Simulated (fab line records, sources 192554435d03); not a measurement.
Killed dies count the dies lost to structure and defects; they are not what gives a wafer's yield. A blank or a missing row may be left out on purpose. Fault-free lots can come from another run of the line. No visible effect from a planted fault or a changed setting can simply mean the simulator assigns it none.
Split-lot trial + flow n5 finfet + 7 lots, 39 wafers read, on a route of 1938 steps

== THE SPLIT ==
At N5_PASSIVATION_PASS_ETCH_74 (etches SiNx in CF4/O2, target depth 220 nm, time 110 s), the setting target depth a was moved away from the recipe's 2200 angstrom on 12 of the 39 wafers read, by -28.1% to +18.9%. The other wafers ran this setting at the recipe's value.

There is no step in the file separating the split from the reading.

== THE READING ==
TV_OPEN.cd offset nm (the simulator's own value, which no gauge read), in nm, at N5_PASSIVATION_VIA_ETCH_13 (etches SiO2 in CHF3/O2, target depth 660 nm, time 330 s). The file does not state a usual value for it. The 27 wafers here that ran the recipe average 1.8 nm, standard deviation 0.53 nm.

| wafer  | tool, chamber at the split | target depth a as run, angstrom | against the recipe | TV_OPEN.cd offset nm, nm | against lot-mates on the recipe |
|--------|----------------------------|---------------------------------|--------------------|--------------------------|---------------------------------|
| L074.1 | rie diel-01, 1             | 1581                            | -28.1%             | 4                        | +2.1                            |
| L074.6 | rie diel-01, 1             | 1581                            | -28.1%             | 4                        | +2.1                            |
| L074.2 | rie diel-01, 3             | 2200                            | recipe             | 1.8                      | -                               |
| L074.5 | rie diel-01, 2             | 2200                            | recipe             | 1.8                      | -                               |
| L074.3 | rie diel-01, 0             | 1581                            | -28.1%             | 5.8                      | +3.9                            |
| L074.4 | rie diel-01, 2             | 2200                            | recipe             | 2.2                      | -                               |
| L080.1 | rie diel-01, 0             | 2200                            | recipe             | 2.8                      | -                               |
| L080.2 | rie diel-01, 2             | 2200                            | recipe             | 2                        | -                               |
| L080.3 | rie diel-01, 3             | 2615                            | +18.9%             | -0.2                     | -2.7                            |
| L080.4 | rie diel-01, 2             | 2615                            | +18.9%             | -0.6                     | -3.1                            |
| L080.5 | rie diel-01, 3             | 2615                            | +18.9%             | 0                        | -2.5                            |
| L080.6 | rie diel-01, 0             | 2200                            | recipe             | 2.6                      | -                               |
| L075.1 | rie diel-05, 1             | 1721                            | -21.8%             | 2.6                      | +1.3                            |
| L075.2 | rie diel-05, 2             | 1721                            | -21.8%             | 3.8                      | +2.5                            |
| L075.3 | rie diel-05, 0             | 2200                            | recipe             | 2.2                      | -                               |
| L075.4 | rie diel-05, 3             | 2200                            | recipe             | 1                        | -                               |
| L075.5 | rie diel-05, 1             | 2200                            | recipe             | 0.8                      | -                               |
| L075.6 | rie diel-05, 0             | 1721                            | -21.8%             | 3.6                      | +2.3                            |
| L083.1 | rie diel-01, 3             | 2200                            | recipe             | 1.6                      | -                               |
| L083.4 | rie diel-01, 3             | 2200                            | recipe             | 1.6                      | -                               |
| L083.2 | rie diel-01, 2             | 2200                            | recipe             | 1.2                      | -                               |
| L083.3 | rie diel-01, 0             | 2200                            | recipe             | 2.6                      | -                               |
| L083.5 | rie diel-01, 0             | 2200                            | recipe             | 2.4                      | -                               |
| L083.6 | rie diel-01, 2             | 2200                            | recipe             | 1.4                      | -                               |
| L084.1 | rie diel-05, 1             | 1651                            | -25.0%             | 3.2                      | +1.5                            |
| L084.2 | rie diel-05, 0             | 2200                            | recipe             | 1.8                      | -                               |
| L084.4 | rie diel-05, 0             | 2200                            | recipe             | 1.8                      | -                               |
| L084.3 | rie diel-05, 2             | 1651                            | -25.0%             | 4.4                      | +2.7                            |
| L084.5 | rie diel-05, 1             | 1651                            | -25.0%             | 3.4                      | +1.7                            |
| L084.6 | rie diel-05, 2             | 2200                            | recipe             | 1.4                      | -                               |
| L088.3 | rie diel-05, 3             | 2200                            | recipe             | 1.6                      | -                               |
| L088.5 | rie diel-05, 2             | 2200                            | recipe             | 1.6                      | -                               |
| L088.6 | rie diel-05, 1             | 2200                            | recipe             | 1                        | -                               |
| L096.1 | rie diel-05, 2             | 2200                            | recipe             | 1.4                      | -                               |
| L096.2 | rie diel-05, 1             | 2200                            | recipe             | 1.2                      | -                               |
| L096.4 | rie diel-05, 1             | 2200                            | recipe             | 1.2                      | -                               |
| L096.3 | rie diel-05, 3             | 2200                            | recipe             | 2.6                      | -                               |
| L096.5 | rie diel-05, 3             | 2200                            | recipe             | 2                        | -                               |
| L096.6 | rie diel-05, 2             | 2200                            | recipe             | 1.8                      | -                               |

FIT RESULTS
A straight line over all 39 wafers: TV_OPEN.cd offset nm changes by -0.0907 nm for each +1% of target depth a; r = -0.89; the points scatter about the line by 0.59 nm.
The same after taking each lot's own level away (the mean of its wafers on the recipe; 39 wafers): -0.101 nm for each +1%; r = -0.92; scatter 0.56 nm.
Per that fit: largest target depth a move, reading shift of 2.9 nm.
Measured against the standard deviation above, the lots' own levels, which go from 1.33 to 2.47 nm, span 2.1 times it.
So the lot-to-lot level changes the slope: the two fits differ.
Check: with one of the wafers moved furthest among these (-28.1%) left out of the fit, the line predicts +2.81 nm for it against its lot-mates. Against them it came out at +2.07 nm.

== THE OTHER SPLITS THESE WAFERS WENT THROUGH ==
Note: prior to the reading, these wafers also went through further splits. Each is held against what the fit with the lots' levels taken away leaves over:
| other split on the same wafers      | wafers away from the commonest value | r with TV_OPEN.cd offset nm (lot level and that fit taken away) |
|-------------------------------------|--------------------------------------|-----------------------------------------------------------------|
| N5_BEOL_M10_ILD_DEP_00 target thk a | 15                                   | +0.04                                                           |
| N5_BEOL_M14_ETCH_59 time s          | 15                                   | -0.14                                                           |
| N5_BEOL_M14_DESCUM_33 time s        | 9                                    | +0.00                                                           |

== THE WHOLE CHAIN: every reading that the file lists as answering this split, in the file's order ==
| step                        | what it does                                            | reading                                                               | change (the file's fit)                | r (the file's) |
|-----------------------------|---------------------------------------------------------|-----------------------------------------------------------------------|----------------------------------------|----------------|
| N5_PASSIVATION_PASS_ETCH_74 | etches SiNx in CF4/O2, target depth 220 nm, time 110 s  | etch.depth nm (the simulator's own value, which no gauge read)        | +2.13 nm for each +1% of the setting   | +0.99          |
| N5_PASSIVATION_PASS_ETCH_74 | etches SiNx in CF4/O2, target depth 220 nm, time 110 s  | TV_OPEN.cd offset nm (the simulator's own value, which no gauge read) | -0.0954 nm for each +1% of the setting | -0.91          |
| N5_PASSIVATION_VIA_ETCH_13  | etches SiO2 in CHF3/O2, target depth 660 nm, time 330 s | TV_OPEN.cd offset nm (the simulator's own value, which no gauge read) | -0.098 nm for each +1% of the setting  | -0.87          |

== FILE'S OWN FIT ==
TV_OPEN.cd offset nm changes by -0.098 nm for each +1% of target depth a, r = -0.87.
